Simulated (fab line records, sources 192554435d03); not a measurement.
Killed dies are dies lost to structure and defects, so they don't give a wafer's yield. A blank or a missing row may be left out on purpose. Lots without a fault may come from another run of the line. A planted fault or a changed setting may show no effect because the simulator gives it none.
Which tool did it? | flow n5_finfet | 10 lots, 30 wafers sampled, at 5 steps of a route of 1938

WHAT THE GAUGES READ, wafer by wafer
N5_BEOL_M10_THK_MEAS_53: measures by xrf.
lot  | measured     | on            | M10_THK (nm)
L528 | day 13 09:46 | film_metro-01 | 143 138 136
L530 | day 14 07:56 | film_metro-01 | 139 143 142
L529 | day 14 11:33 | film_metro-01 | 136 135 140
L534 | day 15 23:26 | film_metro-01 | 142 138 145
L539 | day 16 07:22 | film_metro-02 | 134 139 143
L540 | day 16 17:22 | film_metro-01 | 132 140 134
L538 | day 17 09:55 | film_metro-02 | 146 143 138
L542 | day 17 10:01 | film_metro-02 | 142 144 150
L544 | day 17 20:22 | film_metro-01 | 144 149 142
L547 | day 18 01:37 | film_metro-01 | 144 137 143

WHICH TOOL RAN EACH LOT (tool, then ch and the chambers of the sampled wafers, then the start)
lot  | N5_BEOL_M10_DESCUM_33              | N5_BEOL_M10_DEGAS_44         | N5_BEOL_M10_CVD_75               | N5_BEOL_M10_CMP_52
L528 | rie_diel-01 ch 0,1,3, day 13 06:59 | pvd_sputter-02, day 13 08:05 | cvd_co-02 ch 1,2, day 13 08:40   | cmp-03 ch 1,2, day 13 09:28
L530 | rie_diel-01 ch 0,2,3, day 14 04:40 | pvd_sputter-01, day 14 05:42 | cvd_co-02 ch 2, day 14 06:56     | cmp-01 ch 2,3, day 14 07:39
L529 | rie_diel-03 ch 0,1,3, day 14 07:14 | pvd_sputter-03, day 14 08:20 | cvd_co-02 ch 1,2, day 14 09:13   | cmp-03 ch 0,1,3, day 14 11:17
L534 | rie_diel-03 ch 0,1,2, day 15 20:14 | pvd_sputter-02, day 15 21:46 | cvd_co-02 ch 0,2, day 15 22:29   | cmp-01 ch 0,1,2, day 15 23:08
L539 | rie_diel-01 ch 0,2,3, day 16 04:17 | pvd_sputter-01, day 16 05:31 | cvd_co-02 ch 0,1, day 16 06:03   | cmp-03 ch 1,3, day 16 07:06
L540 | rie_diel-01 ch 0,1,3, day 16 14:03 | pvd_sputter-01, day 16 15:17 | cvd_co-01 ch 1,2, day 16 16:01   | cmp-03 ch 1,3, day 16 17:04
L538 | rie_diel-01 ch 0,1,2, day 17 06:14 | pvd_sputter-02, day 17 07:29 | cvd_co-01 ch 1,2, day 17 08:33   | cmp-04 ch 0,1,2, day 17 09:37
L542 | rie_diel-05 ch 1,2,3, day 17 06:26 | pvd_sputter-02, day 17 08:18 | cvd_co-01 ch 1,2, day 17 09:04   | cmp-01 ch 0,2,3, day 17 09:43
L544 | rie_diel-05 ch 0,2, day 17 15:59   | pvd_sputter-01, day 17 17:15 | cvd_co-02 ch 0,1,2, day 17 18:04 | cmp-01 ch 0,2,3, day 17 20:04
L547 | rie_diel-01 ch 2,3, day 17 22:35   | pvd_sputter-01, day 17 23:48 | cvd_co-01 ch 0,1,2, day 18 00:19 | cmp-03 ch 0,1,3, day 18 01:26
- N5_BEOL_M10_DESCUM_33: chemistry O2, time 7.9 s.
- N5_BEOL_M10_DEGAS_44: time 60 s.
- N5_BEOL_M10_CVD_75: deposits Co from CCTBA/H2, target thk 2 nm, time 138.9 s.
- N5_BEOL_M10_CMP_52: polishes, stops on SiCOH lowk, t overpolish 7 s, target thk 140 nm.

THE ANSWER, worked out from the rows above alone
Rule: what is usual is taken from the lots themselves. Put in order of their means at a reading, lots are off if they are a third of the lots or fewer, leave a main group of 4 or more, and stand apart from it by a gap of 3 or more times the standard deviation of the main group's means; of several such gaps the widest counts. A main group whose means are all the same, to the digits that the tables above print for the reading, isn't used. A lot without any number at a reading at which 4 lots or more have one is off too. The other lots that the step has rows for count as sound.
No lot is off at any reading shown: from this, nothing can be told.

WHAT THE SIMULATOR HAD PUT IN
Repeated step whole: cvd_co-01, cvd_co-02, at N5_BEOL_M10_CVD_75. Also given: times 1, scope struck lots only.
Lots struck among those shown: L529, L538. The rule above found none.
